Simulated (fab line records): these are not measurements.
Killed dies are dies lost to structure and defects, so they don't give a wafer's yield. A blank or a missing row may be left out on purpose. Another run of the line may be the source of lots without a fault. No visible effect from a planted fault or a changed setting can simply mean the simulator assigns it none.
8D (eight disciplines) problem report, filled in by code ; flow nand_harc ; the parts of the form that need people (team, actions taken, sign-off) are left out

## 1. PROBLEM STATEMENT
oes_product_au at NHARC_P_BONDPAD_ETCH_37 reads a mean of 0.852 a.u. on 2 wafers of 2 lots; wafers without a fault read 0.997 a.u. with a standard deviation of 0.012. That is -12 standard deviations from the usual mean.
The step: etches the open film in N2/H2, target depth 60 nm, overetch 18 nm, time 65.91 s.
Seen first at day 7 04:24 on rie_diel-03, wafer L995.4. Wafers with a number at this step in the record: 33, from 11 lots. Rule for "out" (also "out of limits"): further than 4 standard deviations from the usual mean. The rest of the wafers with a number are treated as sound.

## 2. WHAT IT IS AND WHAT IT IS NOT
question;is;is not
which readings at this step;oes_product_au;drypump_motor_current_A, rf_vpp_V, showerhead_plenum_p_Torr, throttle_valve_pct
which lots;L995, L997;L107, L108, L109, L110, L111, L112, L114, L115, L992
which wafers of those lots;L995.4, L997.4;L995.1, L995.3, L997.1, L997.6
read on which tools;rie_diel-03;rie_diel-08
when;from day 7 04:24;"up to then (5 sound wafers); but 26 sound wafers of L107, L108, L109, L110, L111, L112, L114, L115, L997 came after"

## 3. SUSPECTS, AND WHAT RULES EACH OUT
Counting: a tool at a process step up to the reading stays a suspect if it ran every lot that is out. Sound lots after the first of them don't rule it out here, since some wafers of a struck lot are sound.
- rie_diel-03 at NHARC_P_BONDPAD_ETCH_37 (etches the open film in N2/H2, target depth 60 nm, overetch 18 nm, time 65.91 s): kept. It ran every lot that is out, first L995 (day 7 04:24); its last sound lot up to then is L992 (day 6 19:48). On those wafers its own readings are out: oes_product_au.
The count leaves rie_diel-03 at NHARC_P_BONDPAD_ETCH_37.

## 4. THE CAUSE (what the simulator had put in)
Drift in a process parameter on rie_diel-03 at NHARC_P_BONDPAD_ETCH_37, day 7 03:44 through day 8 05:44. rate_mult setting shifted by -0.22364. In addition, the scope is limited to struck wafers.
After counting, this tool was the only one left.

## 5. SEQUENCE OF EFFECTS, ordered by route
One row per reading whose mean, taken over the struck wafers that have a number, lies over 3 standard deviations from the usual. Only readings whose record carries a usual standard deviation are examined. hours: median over the lots of the time between each lot's start at the first step of this table that gives one and its start at this step. sigmas: the change, counted in usual standard deviations.
hours;step;reading;usual;on struck wafers;change;sigmas
0;NHARC_P_BONDPAD_ETCH_37;oes_product_au;0.997 a.u.;0.852;-0.145;-12
The process steps in it:
- NHARC_P_BONDPAD_ETCH_37: etches the open film in N2/H2, target depth 60 nm, overetch 18 nm, time 65.91 s.

## 6. WHAT WOULD HAVE CAUGHT IT SOONER
In this record the first reading out of limits was taken at day 7 04:24, 1 hour after the fault began at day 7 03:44.
